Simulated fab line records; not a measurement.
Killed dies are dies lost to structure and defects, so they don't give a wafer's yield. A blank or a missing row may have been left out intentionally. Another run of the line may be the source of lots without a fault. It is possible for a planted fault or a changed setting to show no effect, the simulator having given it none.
Matching of chambers :: flow n5-finfet :: N5_BEOL_M3_ETCH_69 on rie-diel-04 has 4 sister chambers
The step etches SiARC in CF4, target depth 15.6 nm, time 26 s. 7 wafers are shown with their chamber, then 9 later ones without.

WAFERS WITH THEIR CHAMBER
wafer: L078.2
chamber: 2
showerhead-plenum-p-Torr (Torr): 2.13
throttle-valve-pct (%): 15.57

wafer: L081.5
chamber: 3
showerhead-plenum-p-Torr (Torr): 2.08
throttle-valve-pct (%): 15.33

wafer: L084.2
chamber: 0
showerhead-plenum-p-Torr (Torr): 2.12
throttle-valve-pct (%): 15.70

wafer: L084.6
chamber: 0
showerhead-plenum-p-Torr (Torr): 2.12
throttle-valve-pct (%): 15.69

wafer: L095.3
chamber: 1
showerhead-plenum-p-Torr (Torr): 2.06
throttle-valve-pct (%): 15.71

wafer: L095.5
chamber: 1
showerhead-plenum-p-Torr (Torr): 2.06
throttle-valve-pct (%): 15.71

wafer: L095.6
chamber: 2
showerhead-plenum-p-Torr (Torr): 2.12
throttle-valve-pct (%): 15.64

WAFERS WITH NO CHAMBER GIVEN
wafer: L089.3
showerhead-plenum-p-Torr (Torr): 2.06
throttle-valve-pct (%): 15.70

wafer: L089.4
showerhead-plenum-p-Torr (Torr): 2.08
throttle-valve-pct (%): 15.39

wafer: L089.6
showerhead-plenum-p-Torr (Torr): 2.11
throttle-valve-pct (%): 15.76

wafer: L094.1
showerhead-plenum-p-Torr (Torr): 2.11
throttle-valve-pct (%): 15.77

wafer: L094.4
showerhead-plenum-p-Torr (Torr): 2.06
throttle-valve-pct (%): 15.70

wafer: L094.5
showerhead-plenum-p-Torr (Torr): 2.11
throttle-valve-pct (%): 15.76

wafer: L097.4
showerhead-plenum-p-Torr (Torr): 2.07
throttle-valve-pct (%): 15.38

wafer: L097.5
showerhead-plenum-p-Torr (Torr): 2.11
throttle-valve-pct (%): 15.74

wafer: L097.6
showerhead-plenum-p-Torr (Torr): 2.06
throttle-valve-pct (%): 15.71

THE CHAMBER EACH PASSED THROUGH
wafer: L089.3
from the rows above: 1
in truth: 1

wafer: L089.4
from the rows above: 3
in truth: 3

wafer: L089.6
from the rows above: 0
in truth: 0

wafer: L094.1
from the rows above: 0
in truth: 0

wafer: L094.4
from the rows above: 1
in truth: 1

wafer: L094.5
from the rows above: 0
in truth: 0

wafer: L097.4
from the rows above: 3
in truth: 3

wafer: L097.5
from the rows above: 0
in truth: 0

wafer: L097.6
from the rows above: 1
in truth: 1
Placed correctly: 9 of 9. From these rows, 0 cannot be placed. Number placed wrongly: 0.
How it was worked out, from the rows above alone: a wafer's distance from a chamber is the root of the sum, over the readings, of the square of ((its reading less the chamber's mean) divided by the reading's scatter). If the next closest chamber is less than 2 further off than the closest, the wafer can't be placed; otherwise it belongs to the closest. The mean given for a chamber averages the wafers shown for that chamber. The scatter: take each reading less its chamber's mean, square it, sum over the shown wafers, divide by the number of wafers less the number of chambers, and take the root.
